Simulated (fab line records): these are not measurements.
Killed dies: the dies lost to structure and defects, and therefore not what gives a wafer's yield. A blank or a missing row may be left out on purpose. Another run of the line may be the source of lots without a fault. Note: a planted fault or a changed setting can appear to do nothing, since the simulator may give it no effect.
What tool caused it? -- flow n5 finfet -- 72 wafers from 24 lots sampled at 3 of the route's 1938 steps

== WHAT EACH GAUGE READ, for each wafer ==
N5_BEOL_M13_CD_MEAS_17: target cd 190 nm. Usual: cd nm at 190.5 nm, with a standard deviation of 1.2.
lot,measured,on,cd nm (nm),flag
L075,day 11 04:52,cd sem-03,188.7 190.1 190.4,
L077,day 11 05:11,cd sem-03,189.4 190.3 192.0,
L074,day 11 05:35,cd sem-02,189.3 189.3 190.2,
L076,day 11 13:13,cd sem-02,191.1 191.7 191.6,
L078,day 11 21:05,cd sem-01,190.9 191.2 190.9,
L081,day 12 01:44,cd sem-01,191.1 189.3 191.1,
L080,day 12 06:07,cd sem-01,193.1 192.1 191.6,
L079,day 12 06:27,cd sem-01,191.2 189.9 189.9,
L082,day 12 14:07,cd sem-02,189.8 190.0 189.4,
L083,day 13 01:22,cd sem-03,191.8 192.3 192.4,
L085,day 13 15:25,cd sem-01,189.7 189.7 191.0,
L084,day 13 17:00,cd sem-02,189.8 190.3 192.5,
L086,day 13 17:37,cd sem-02,189.2 190.2 188.1,
L088,day 13 22:10,cd sem-02,192.1 192.8 191.7,
L087,day 14 02:24,cd sem-02,191.5 191.8 191.7,
L089,day 14 10:49,cd sem-01,193.7 192.9 191.5,
L091,day 14 20:49,cd sem-02,189.3 190.6 191.0,
L090,day 14 21:17,cd sem-03,190.9 189.4 190.6,
L092,day 15 06:10,cd sem-01,191.6 191.2 190.3,
L093,day 15 15:49,cd sem-02,188.2 190.4 187.5,
L094,day 15 20:45,cd sem-02,189.1 188.9 188.9,
L095,day 16 14:23,cd sem-01,189.3 189.1 189.7,
L096,day 16 15:47,cd sem-02,188.3 190.3 189.6,
L097,day 16 18:43,cd sem-01,190.9 190.7 190.4,

N5_BEOL_M13_CD_MEAS_28: target cd 209.5 nm. Usual: cd nm at 209.2 nm, with a standard deviation of 0.82.
lot,measured,on,cd nm (nm),flag
L075,day 11 05:11,cd sem-03,209.5 208.6 208.4,
L077,day 11 05:30,cd sem-01,209.7 209.8 208.4,
L074,day 11 05:55,cd sem-02,210.1 209.2 210.1,
L076,day 11 13:33,cd sem-03,208.6 208.2 209.3,
L078,day 11 21:32,cd sem-01,210.1 208.9 208.7,
L081,day 12 02:11,cd sem-03,209.4 208.9 209.1,
L080,day 12 06:27,cd sem-03,211.0 208.6 209.8,
L079,day 12 06:55,cd sem-01,209.3 209.3 209.7,
L082,day 12 14:34,cd sem-01,209.6 208.7 208.6,
L083,day 13 01:49,cd sem-02,210.0 209.5 209.0,
L085,day 13 15:52,cd sem-01,208.8 209.6 209.4,
L084,day 13 17:20,cd sem-02,210.0 208.9 209.7,
L086,day 13 17:56,cd sem-01,210.1 211.7 210.6,
L088,day 13 22:37,cd sem-01,207.0 209.0 208.1,
L087,day 14 02:43,cd sem-01,207.3 207.9 209.0,
L089,day 14 11:16,cd sem-02,209.6 209.3 208.0,
L091,day 14 21:08,cd sem-03,207.8 208.6 208.4,
L090,day 14 21:37,cd sem-02,210.0 209.5 209.6,
L092,day 15 06:37,cd sem-03,209.4 209.3 209.2,
L093,day 15 16:08,cd sem-02,209.0 208.1 208.3,
L094,day 15 21:04,cd sem-02,208.7 209.8 209.8,
L095,day 16 14:43,cd sem-01,208.5 208.3 209.1,
L096,day 16 16:07,cd sem-02,209.9 209.8 208.4,
L097,day 16 19:10,cd sem-01,210.2 209.0 210.7,

== EACH LOT AND THE TOOL THAT RAN IT (in order: tool; ch and the chambers of the sampled wafers; start) ==
lot,N5_BEOL_M13_VIA_ETCH_16
L075,"rie diel-03 ch 1,2, day 11 04:25"
L077,"rie diel-06 ch 0,2,3, day 11 04:47"
L074,"rie diel-03 ch 0,1, day 11 05:06"
L076,"rie diel-01 ch 0,1, day 11 12:46"
L078,"rie diel-01 ch 0,3, day 11 20:36"
L081,"rie diel-06 ch 1,3, day 12 01:18"
L080,"rie diel-01 ch 0,3, day 12 05:41"
L079,"rie diel-03 ch 0,3, day 12 06:01"
L082,"rie diel-03 ch 0,1,2, day 12 13:40"
L083,"rie diel-01 ch 1,2, day 13 00:55"
L085,"rie diel-03 ch 0,2,3, day 13 14:58"
L084,"rie diel-01 ch 1,2,3, day 13 16:31"
L086,"rie diel-06 ch 0,2,3, day 13 17:10"
L088,"rie diel-01 ch 0,1,3, day 13 21:41"
L087,"rie diel-03 ch 2,3, day 14 01:57"
L089,"rie diel-01 ch 1,2, day 14 10:19"
L091,"rie diel-03 ch 0,2,3, day 14 20:22"
L090,"rie diel-01 ch 1,2, day 14 20:50"
L092,"rie diel-03 ch 0,1, day 15 05:44"
L093,"rie diel-01 ch 0,1,3, day 15 15:22"
L094,"rie diel-03 ch 0,1,3, day 15 20:17"
L095,"rie diel-01 ch 1,3, day 16 13:57"
L096,"rie diel-06 ch 0,1,3, day 16 15:20"
L097,"rie diel-03 ch 0,2,3, day 16 18:23"
- N5_BEOL_M13_VIA_ETCH_16: etches SiOC in C4F8/O2/Ar, target depth 921.7 nm.

== WHAT THE TOOLS THEMSELVES READ (means of the sampled wafers that have a number; where no wafer has one, the mark that the record gives instead) ==
N5_BEOL_M13_VIA_ETCH_16. Usual: chamber pressure mTorr 30.00 mTorr, standard deviation 0.03; drypump motor current A 5.7 A, standard deviation 0.51; oes product au 0.71 a.u., standard deviation 0.073; rf vpp V 667.6 V, standard deviation 2.5; showerhead plenum p Torr 3.48 Torr, standard deviation 0.086; throttle valve pct 24.08 %, standard deviation 0.21.
lot,tool,chamber pressure mTorr (mTorr),drypump motor current A (A),oes product au (a.u.),rf vpp V (V),showerhead plenum p Torr (Torr),throttle valve pct (%),flag
L075,rie diel-03,30.00,6.0,0.65,668.3,3.51,24.20,
L077,rie diel-06,29.98,5.9,0.73,666.4,3.44,24.12,
L074,rie diel-03,29.98,5.7,0.65,668.4,3.52,24.15,
L076,rie diel-01,30.01,5.6,0.73,669.7,3.57,24.07,
L078,rie diel-01,29.99,6.4,0.69,667.4,3.46,24.07,
L081,rie diel-06,30.03,6.0,0.79,667.0,3.47,23.84,
L080,rie diel-01,29.97,6.0,0.70,664.4,3.38,24.03,
L079,rie diel-03,30.00,5.6,0.74,667.8,3.49,23.97,
L082,rie diel-03,29.99,5.7,0.64,668.0,3.51,24.11,
L083,rie diel-01,29.99,5.1,0.79,669.7,3.55,24.05,
L085,rie diel-03,29.99,5.6,0.67,667.9,3.49,24.03,
L084,rie diel-01,30.02,5.4,0.77,667.2,3.46,24.03,
L086,rie diel-06,29.96,5.9,0.70,666.1,3.43,24.15,
L088,rie diel-01,29.98,5.8,0.70,667.5,3.47,24.06,
L087,rie diel-03,30.01,5.9,0.67,667.4,3.48,24.15,
L089,rie diel-01,30.00,5.1,0.77,669.7,3.55,24.06,
L091,rie diel-03,30.00,5.7,0.67,668.2,3.49,24.05,
L090,rie diel-01,30.03,5.1,0.76,669.7,3.55,24.07,
L092,rie diel-03,30.01,5.5,0.63,668.3,3.50,24.03,
L093,rie diel-01,29.96,5.8,0.69,666.2,3.46,24.09,
L094,rie diel-03,29.99,5.6,0.67,666.9,3.48,24.09,
L095,rie diel-01,30.01,5.5,0.71,665.2,3.38,24.03,
L096,rie diel-06,30.02,5.7,0.74,667.3,3.49,23.89,
L097,rie diel-03,30.00,5.7,0.74,667.9,3.48,23.96,

== THE ANSWER, worked out from the rows above alone ==
Rule: take the mean of a lot's wafers that have a number; if it is more than 3 standard deviations from the usual mean, the lot is off. A lot without any number at a reading at which 4 lots or more have one is off too. The other lots that the step has rows for count as sound. Order of review: gauges by route order, followed by the tools' own readings, for which a lot's mean as printed above is used. The first step at which some lot is off is used, and at that step the reading that is off furthest; a lot without a number counts as furthest.
Across all readings shown, no lot is off: no conclusion can be drawn from this.

== WHAT THE SIMULATOR HAD PUT IN ==
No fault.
